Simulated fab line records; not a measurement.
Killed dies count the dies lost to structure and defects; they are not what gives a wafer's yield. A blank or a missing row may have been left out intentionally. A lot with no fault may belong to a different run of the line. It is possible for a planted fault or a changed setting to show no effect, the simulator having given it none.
Chamber matching    flow n5-finfet    N5_BEOL_M0_PRE_CLEAN_131 on cvd-co-02: 3 sister chambers
The step time 15 s. 6 wafers are shown with their chamber, then 12 later ones without.

== WAFERS PAIRED WITH THEIR CHAMBERS ==
wafer   chamber  heater-power-w (W)  rf-fwd-power-W (W)
L083.1  0        88                  298.0
L083.2  1        51                  294.8
L083.5  2        85                  295.8
L086.1  2        81                  296.9
L086.3  0        89                  295.8
L086.4  1        51                  293.8

== WAFERS WITH NO CHAMBER GIVEN ==
wafer   heater-power-w (W)  rf-fwd-power-W (W)
L088.3  51                  294.2
L088.5  51                  294.6
L088.6  84                  297.2
L089.4  90                  297.7
L089.5  83                  295.5
L089.6  53                  296.1
L093.2  53                  293.9
L093.4  82                  295.7
L093.6  90                  295.9
L095.1  89                  298.3
L095.5  88                  298.9
L095.6  82                  295.9

== WHICH CHAMBER EACH WENT THROUGH ==
wafer   from the rows above      in truth
L088.3  1                        1
L088.5  1                        1
L088.6  can't be placed: 2 or 0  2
L089.4  0                        0
L089.5  2                        2
L089.6  1                        1
L093.2  1                        1
L093.4  2                        2
L093.6  0                        0
L095.1  0                        0
L095.5  can't be placed: 0 or 2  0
L095.6  2                        2
Placed correctly: 10 of 12. These rows do not allow placing 2 (true chamber among the candidates in 2). Wrongly placed: 0.
How it was worked out, from the rows above alone: a wafer's distance from a chamber is the root of the sum, over the readings, of the square of ((its reading less the chamber's mean) divided by the reading's scatter). If the next closest chamber is less than 2 further off than the closest, the wafer can't be placed; otherwise it belongs to the closest. A chamber's mean is the mean of its shown wafers. The scatter is the square root of a quotient: the sum, over the shown wafers, of each reading's squared deviation from its chamber's mean, divided by wafers minus chambers.
